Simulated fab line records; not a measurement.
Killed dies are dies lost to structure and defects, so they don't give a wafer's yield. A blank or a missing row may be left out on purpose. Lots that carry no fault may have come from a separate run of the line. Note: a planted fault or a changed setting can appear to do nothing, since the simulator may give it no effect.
The tool behind it: which one? | flow n5Finfet | 9 lots with 27 wafers sampled at 6 steps, on a route of 1938 steps

== WHAT THE GAUGES READ, wafer by wafer ==
N5_STI_FIN_REVEAL_FIN_H_MEAS_10. Usual: trenchDepthNm at 51.8 nm, with a standard deviation of 0.77.
lot  | measured    | on     | trenchDepthNm (nm) | flag
L110 | day 3 12:49 | ocd-01 | 51.5 51.2 51.3     | 
L112 | day 4 02:08 | ocd-01 | 51.2 50.4 50.0     | 
L116 | day 5 00:58 | ocd-02 | 51.7 51.6 52.6     | 
L118 | day 5 14:56 | ocd-01 | 51.5 52.5 51.1     | 
L120 | day 6 01:09 | ocd-01 | 53.0 52.4 53.0     | 
L121 | day 6 08:22 | ocd-02 | 53.3 53.1 52.9     | 
L123 | day 6 18:24 | ocd-01 | 52.1 51.8 52.1     | 
L125 | day 7 06:35 | ocd-02 | 50.9 52.3 50.8     | 
L128 | day 8 01:09 | ocd-02 | 52.2 51.9 52.3     | 

N5_BEOL_M4_RC_MEAS_101. Usual: DIBL_N 36.7 mV/V, standard deviation 1.8; DIBL_P 37.0 mV/V, standard deviation 2.4; IOFF_N 0.17 nA/um, standard deviation 0.036; IOFF_P 0.22 nA/um, standard deviation 0.042; ION_N 673 uA/um, standard deviation 12; ION_P 462 uA/um, standard deviation 8.5; SS_N 71.7 mV/dec, standard deviation 0.62; SS_P 73.4 mV/dec, standard deviation 0.65; VT_N 250 mV, standard deviation 3.7; VT_P -250 mV, standard deviation 3.7.
lot  | measured     | on        | DIBL_N (mV/V)  | DIBL_P (mV/V)  | IOFF_N (nA/um) | IOFF_P (nA/um) | ION_N (uA/um) | ION_P (uA/um) | SS_N (mV/dec)  | SS_P (mV/dec)  | VT_N (mV)   | VT_P (mV)      | flag
L110 | day 9 22:57  | prober-02 | 34.1 36.1 33.6 | 34.9 36.7 34.7 | 0.11 0.13 0.11 | 0.15 0.18 0.15 | 642 654 647   | 447 443 446   | 71.1 71.3 70.5 | 73.3 72.7 72.5 | 257 257 256 | -253 -252 -255 | 
L118 | day 11 22:43 | prober-01 | 36.3 31.7 38.1 | 38.6 31.5 40.0 | 0.17 0.10 0.20 | 0.25 0.15 0.28 | 680 651 668   | 468 457 464   | 71.7 69.3 72.6 | 74.3 72.0 74.5 | 246 256 248 | -247 -250 -248 | 
L120 | day 12 16:13 | prober-01 | 36.7 35.1 37.1 | 38.6 35.9 38.7 | 0.16 0.14 0.19 | 0.23 0.18 0.23 | 667 662 691   | 458 453 466   | 71.5 72.0 71.7 | 74.3 74.2 74.5 | 250 252 245 | -251 -257 -253 | 
L121 | day 12 05:52 | prober-02 | 38.3 36.7 38.1 | 41.0 38.9 40.2 | 0.20 0.19 0.22 | 0.29 0.27 0.29 | 686 693 693   | 484 477 479   | 72.5 71.0 71.9 | 74.2 73.6 73.2 | 246 246 241 | -244 -244 -246 | 
L123 | day 12 18:59 | prober-02 | 39.3 40.1 37.9 | 41.1 41.8 40.0 | 0.23 0.24 0.21 | 0.29 0.32 0.28 | 690 694 692   | 478 473 478   | 71.9 72.3 72.5 | 73.8 74.4 74.2 | 243 243 243 | -244 -242 -242 | 
L125 | day 13 12:44 | prober-02 | 39.0 38.3 39.3 | 38.1 37.9 38.2 | 0.20 0.18 0.21 | 0.21 0.22 0.22 | 679 678 677   | 459 469 456   | 72.0 72.0 72.1 | 72.6 73.0 73.0 | 248 247 248 | -252 -251 -249 | 
L128 | day 14 18:44 | prober-02 | 37.6 36.9 36.6 | 38.4 37.5 37.7 | 0.18 0.16 0.16 | 0.24 0.22 0.23 | 684 671 676   | 467 460 469   | 72.0 71.8 71.8 | 72.7 73.1 73.9 | 248 249 249 | -250 -254 -251 | 

== TOOL THAT RAN EACH LOT (tool first, then ch and the chambers of the sampled wafers, then the start) ==
lot  | N5_FIN_CUT_STRIP_22              | N5_STI_FIN_REVEAL_ALD_14        | N5_DUMMY_GATE_CVD_03                      | N5_DUMMY_GATE_CMP_04
L110 | rieDiel-03 ch 0,3, day 3 03:26   | aldSin-01 ch 0,1,2, day 3 03:51 | lpcvd-02 ch 1/70,1/79,1/84, day 3 13:05   | cmp-04 ch 1,3, day 3 16:53
L112 | rieDiel-03 ch 0,3, day 3 17:12   | aldSin-02 ch 2,3, day 3 17:35   | lpcvd-02 ch 1/100,1/114,1/90, day 4 02:25 | cmp-02 ch 0,1,3, day 4 07:59
L116 | rieDiel-03 ch 0,1,2, day 4 15:47 | aldSin-02 ch 0,2,3, day 4 16:04 | lpcvd-02 ch 1/15,1/25,1/39, day 5 01:14   | cmp-01 ch 0,3, day 5 05:01
L118 | rieDiel-03 ch 1,2, day 5 04:58   | aldSin-03 ch 0,1,2, day 5 05:12 | lpcvd-02 ch 0/75,0/79,0/84, day 5 15:47   | cmp-04 ch 2,3, day 5 19:31
L120 | rieDiel-06 ch 2,3, day 5 16:22   | aldSin-02 ch 0,2,3, day 5 16:37 | lpcvd-02 ch 0/40,0/45,0/59, day 6 01:26   | cmp-02 ch 1,3, day 6 05:10
L121 | rieDiel-03 ch 0,2,3, day 5 22:40 | aldSin-01 ch 0,2,3, day 5 23:09 | lpcvd-02 ch 0/65,0/75,0/79, day 6 08:40   | cmp-04 ch 1,2,3, day 6 12:26
L123 | rieDiel-05 ch 0,2,3, day 6 09:37 | aldSin-01 ch 0,1,2, day 6 09:51 | lpcvd-02 ch 0/50,0/59,0/64, day 6 19:11   | cmp-01 ch 1,2,3, day 6 22:59
L125 | rieDiel-06 ch 1,2,3, day 6 21:49 | aldSin-03 ch 0,1,3, day 6 22:04 | lpcvd-01 ch 0/65,0/79,0/84, day 7 07:57   | cmp-04 ch 0,1,3, day 7 11:46
L128 | rieDiel-06 ch 1,3, day 7 15:50   | aldSin-01 ch 2,3, day 7 16:04   | lpcvd-02 ch 0/40,0/50,0/59, day 8 01:38   | cmp-02 ch 0,2, day 8 05:23
- N5_FIN_CUT_STRIP_22: strips in N2/H2.
- N5_STI_FIN_REVEAL_ALD_14: deposits Si3N4, target thk 3 nm.
- N5_DUMMY_GATE_CVD_03: deposits a-Si from SiH4, target thk 150 nm, time 8042 s.
- N5_DUMMY_GATE_CMP_04: polishes a-Si.

== AS READ BY THE TOOLS THEMSELVES (means over the sampled wafers that have a number; for cases with no such wafer, the mark the record gives instead) ==
N5_FIN_CUT_STRIP_22. Usual: drypumpMotorCurrentA 5.7 A, standard deviation 0.42; oesProductAu 0.80 a.u., standard deviation 0.072; powerW 500.2 W, standard deviation 1.4; rfVppV 54.4 V, standard deviation 2.4; showerheadPlenumPTorr 3.39 Torr, standard deviation 0.11; throttleValvePct 18.8 %, standard deviation 0.43.
lot  | tool       | drypumpMotorCurrentA (A) | oesProductAu (a.u.) | powerW (W) | rfVppV (V) | showerheadPlenumPTorr (Torr) | throttleValvePct (%) | flag
L110 | rieDiel-03 | 5.2                      | 0.87                | 498.5      | 55.7       | 3.49                         | 18.9                 | 
L112 | rieDiel-03 | 5.2                      | 0.85                | 500.4      | 54.0       | 3.49                         | 18.9                 | 
L116 | rieDiel-03 | 5.7                      | 0.84                | 498.9      | 55.2       | 3.30                         | 18.4                 | 
L118 | rieDiel-03 | 5.9                      | 0.82                | 499.8      | 54.0       | 3.24                         | 18.3                 | 
L120 | rieDiel-06 | 6.0                      | 0.80                | 501.9      | 54.7       | 3.43                         | 19.2                 | 
L121 | rieDiel-03 | 5.6                      | 0.80                | 500.3      | 54.5       | 3.38                         | 18.7                 | 
L123 | rieDiel-05 | 5.5                      | 0.80                | 501.5      | 52.8       | 3.38                         | 18.9                 | 
L125 | rieDiel-06 | 5.8                      | 0.78                | 499.4      | 53.9       | 3.34                         | 19.2                 | 
L128 | rieDiel-06 | 5.6                      | 0.76                | 500.2      | 55.1       | 3.36                         | 18.9                 | 

N5_STI_FIN_REVEAL_ALD_14. Usual: heaterPowerW at 857 W, with a standard deviation of 70.
lot  | tool      | heaterPowerW (W) | flag
L110 | aldSin-01 | 902              | 
L112 | aldSin-02 | 844              | 
L116 | aldSin-02 | 914              | 
L118 | aldSin-03 | 799              | 
L120 | aldSin-02 | 900              | 
L121 | aldSin-01 | 856              | 
L123 | aldSin-01 | 895              | 
L125 | aldSin-03 | 795              | 
L128 | aldSin-01 | 801              | 

N5_DUMMY_GATE_CVD_03. Usual: spikeTcUpperC 529.3 C, standard deviation 1.2; zonePowerBottomPct 11.1 %, standard deviation 0.51; zonePowerLowerPct 8.1 %, standard deviation 0.66.
lot  | tool     | spikeTcUpperC (C) | zonePowerBottomPct (%) | zonePowerLowerPct (%) | flag
L110 | lpcvd-02 | 531.3             | 10.8                   | 7.5                   | 
L112 | lpcvd-02 | 531.0             | 10.7                   | 7.5                   | 
L116 | lpcvd-02 | 530.5             | 10.7                   | 7.5                   | 
L118 | lpcvd-02 | 528.5             | 11.7                   | 8.9                   | 
L120 | lpcvd-02 | 528.1             | 11.5                   | 8.8                   | 
L121 | lpcvd-02 | 527.7             | 11.7                   | 8.8                   | 
L123 | lpcvd-02 | 528.5             | 11.6                   | 8.8                   | 
L125 | lpcvd-01 | 528.7             | 10.5                   | 7.4                   | 
L128 | lpcvd-02 | 528.2             | 11.6                   | 8.9                   | 

N5_DUMMY_GATE_CMP_04. Usual: motorCurrentA 10.4 A, standard deviation 0.89; slurryFlowMlMin 150.1, standard deviation 0.51; timeToEndpointS 13.8 s, standard deviation 2.4.
lot  | tool   | motorCurrentA (A) | slurryFlowMlMin | timeToEndpointS (s) | flag
L110 | cmp-04 | 9.8               | 150.2           | 13.4                | 
L112 | cmp-02 | 9.8               | 149.8           | 7.1                 | 
L116 | cmp-01 | 10.9              | 149.7           | 7.0                 | 
L118 | cmp-04 | 10.3              | 149.8           | 14.9                | 
L120 | cmp-02 | 10.0              | 150.5           | 15.9                | 
L121 | cmp-04 | 10.5              | 149.6           | 15.0                | 
L123 | cmp-01 | 10.2              | 150.4           | 13.5                | 
L125 | cmp-04 | 10.6              | 150.0           | 11.1                | 
L128 | cmp-02 | 10.2              | 150.0           | 11.8                | 

== THE ANSWER, worked out from the rows above alone ==
Rule: a lot counts as off when the mean over its wafers that have a number is more than 3 standard deviations away from the usual mean. A lot without any number at a reading at which 4 lots or more have one is off too. The other lots that the step has rows for count as sound. First the gauges in route order, then the tools' own readings, where a lot's mean is used as printed above. The first step at which some lot is off is used, and at that step the reading that is off furthest; a lot without a number counts as furthest.
Nothing can be told from this: no lot is off at any reading shown.

== WHAT THE SIMULATOR HAD PUT IN ==
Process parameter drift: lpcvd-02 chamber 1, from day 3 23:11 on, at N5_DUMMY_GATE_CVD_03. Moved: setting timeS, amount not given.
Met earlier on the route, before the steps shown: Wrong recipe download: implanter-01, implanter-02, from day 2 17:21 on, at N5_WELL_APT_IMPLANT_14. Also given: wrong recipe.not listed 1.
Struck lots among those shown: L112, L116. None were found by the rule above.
